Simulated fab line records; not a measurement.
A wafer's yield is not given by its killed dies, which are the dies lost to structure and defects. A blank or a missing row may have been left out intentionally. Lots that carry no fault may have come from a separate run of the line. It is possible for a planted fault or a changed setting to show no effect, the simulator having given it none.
Chamber matching | flow n5Finfet | N5_BEOL_M2_PRE_CLEAN_60 on cvdCo-01 has 3 sister chambers
The step time 15 s. 6 wafers are shown with their chamber, then 12 later ones without.

WAFERS, EACH WITH ITS CHAMBER
wafer  | chamber | heaterPowerW (W) | rfFwdPowerW (W)
L087.4 | 2       | 79               | 296.1
L088.1 | 1       | 85               | 297.5
L088.4 | 2       | 84               | 297.1
L089.1 | 0       | 95               | 297.5
L089.4 | 1       | 83               | 297.9
L089.5 | 0       | 96               | 297.5

WAFERS WITHOUT THEIR CHAMBER
wafer  | heaterPowerW (W) | rfFwdPowerW (W)
L092.2 | 85               | 298.8
L092.3 | 81               | 297.1
L092.4 | 79               | 296.7
L093.1 | 82               | 295.0
L093.3 | 97               | 297.3
L093.6 | 83               | 298.4
L095.1 | 82               | 297.2
L095.3 | 96               | 297.9
L095.4 | 84               | 298.5
L097.1 | 98               | 296.9
L097.3 | 87               | 297.4
L097.5 | 85               | 298.0

EACH ONE'S CHAMBER
wafer  | from the rows above     | in truth
L092.2 | 1                       | 1
L092.3 | can't be placed: 2 or 1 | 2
L092.4 | 2                       | 2
L093.1 | 2                       | 2
L093.3 | 0                       | 0
L093.6 | 1                       | 1
L095.1 | can't be placed: 2 or 1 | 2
L095.3 | 0                       | 0
L095.4 | 1                       | 1
L097.1 | 0                       | 0
L097.3 | can't be placed: 1 or 2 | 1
L097.5 | 1                       | 1
Correctly placed: 9 of 12. These rows do not allow placing 3 (true chamber among the candidates in 3). 0 placed wrongly.
How it was worked out, from the rows above alone: a wafer's distance from a chamber is the root of the sum, over the readings, of the square of ((its reading less the chamber's mean) divided by the reading's scatter). The wafer belongs to the nearest chamber; if the next one is less than 2 further off, it can't be placed. Each chamber's mean is taken over the wafers shown for it. The scatter is the square root of a quotient: the sum, over the shown wafers, of each reading's squared deviation from its chamber's mean, divided by wafers minus chambers.
